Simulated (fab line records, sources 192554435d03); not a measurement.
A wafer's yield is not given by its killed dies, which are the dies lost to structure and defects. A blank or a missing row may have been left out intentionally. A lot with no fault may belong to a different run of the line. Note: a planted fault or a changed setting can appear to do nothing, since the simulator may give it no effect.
Which tool is to blame? ; flow n5Finfet ; 10 lots, 29 wafers sampled, at 3 steps of a route of 1938

== WHAT THE GAUGES READ, wafer by wafer ==
N5_BEOL_M8_OCD_MEAS_38.
lot;measured;on;trenchDepthNm (nm)
L727;day 10 05:03;ocd-01;94.8 89.7 94.9
L731;day 10 15:29;ocd-02;89.2 90.1 88.8
L729;day 10 12:14;ocd-02;92.5 90.5 93.8
L734;day 11 01:59;ocd-02;95.7 94.4 94.9
L732;day 11 08:57;ocd-02;94.9 90.1 92.2
L736;day 11 12:25;ocd-02;91.9 92.9
L735;day 11 12:46;ocd-02;94.8 97.3 89.5
L738;day 12 09:28;ocd-02;88.9 93.8 88.9
L739;day 12 20:49;ocd-01;92.2 92.9 93.2
L740;day 13 18:03;ocd-02;98.0 91.1 55.0

== WHAT TOOL EACH LOT RAN ON (gives the tool, then ch and the chambers of the sampled wafers, and finally the start) ==
lot;N5_BEOL_M8_HM_DEP_02;N5_BEOL_M8_STRIP_19
L727;pvdSputter-02, day 10 02:34;rieDiel-03 ch 1,2,3, day 10 03:34
L731;pvdSputter-02, day 10 10:52;rieDiel-01 ch 0,2, day 10 11:59
L729;pvdSputter-01, day 10 09:56;rieDiel-03 ch 0,2, day 10 10:55
L734;pvdSputter-02, day 10 22:28;rieDiel-01 ch 0,1, day 10 23:32
L732;pvdSputter-02, day 11 06:35;rieDiel-01 ch 0,1,3, day 11 07:46
L736;pvdSputter-02, day 11 09:16;rieDiel-01 ch 1,2, day 11 10:21
L735;pvdSputter-01, day 11 09:22;rieDiel-03 ch 0,1, day 11 10:26
L738;pvdSputter-03, day 12 07:33;rieDiel-03 ch 0,3, day 12 08:31
L739;pvdSputter-02, day 12 18:11;rieDiel-01 ch 0,1,3, day 12 19:13
L740;pvdSputter-02, day 13 13:31;rieDiel-06 ch 0,1,2, day 13 15:04
- N5_BEOL_M8_HM_DEP_02: deposits TiN, target thk 20 nm.
- N5_BEOL_M8_STRIP_19: strips in O2.

== THE ANSWER, worked out from the rows above alone ==
Rule: the usual values come from the lots themselves. Put in order of their means at a reading, lots are off if they are a third of the lots or fewer, leave a main group of 4 or more, and stand apart from it by a gap of 3 or more times the standard deviation of the main group's means; of several such gaps the widest counts. A main group whose means are all the same, to the digits that the tables above print for the reading, isn't used. A lot without any number at a reading at which 4 lots or more have one is off too. The other lots that the step has rows for count as sound.
Off: L740 (N5_BEOL_M8_OCD_MEAS_38, trenchDepthNm). Mean 92.4 nm and standard deviation 1.6 in the main group.
If a tool, at a process step before that reading, ran all the lots that are off and no sound lot after the first of them, it fits. Those tools and the gauges at N5_BEOL_M8_OCD_MEAS_38 are tried in the same way. Can't be told from this: 3 tools fit, pvdSputter-02 at N5_BEOL_M8_HM_DEP_02, rieDiel-06 at N5_BEOL_M8_STRIP_19, ocd-02 at N5_BEOL_M8_OCD_MEAS_38.

== WHAT THE SIMULATOR HAD PUT IN ==
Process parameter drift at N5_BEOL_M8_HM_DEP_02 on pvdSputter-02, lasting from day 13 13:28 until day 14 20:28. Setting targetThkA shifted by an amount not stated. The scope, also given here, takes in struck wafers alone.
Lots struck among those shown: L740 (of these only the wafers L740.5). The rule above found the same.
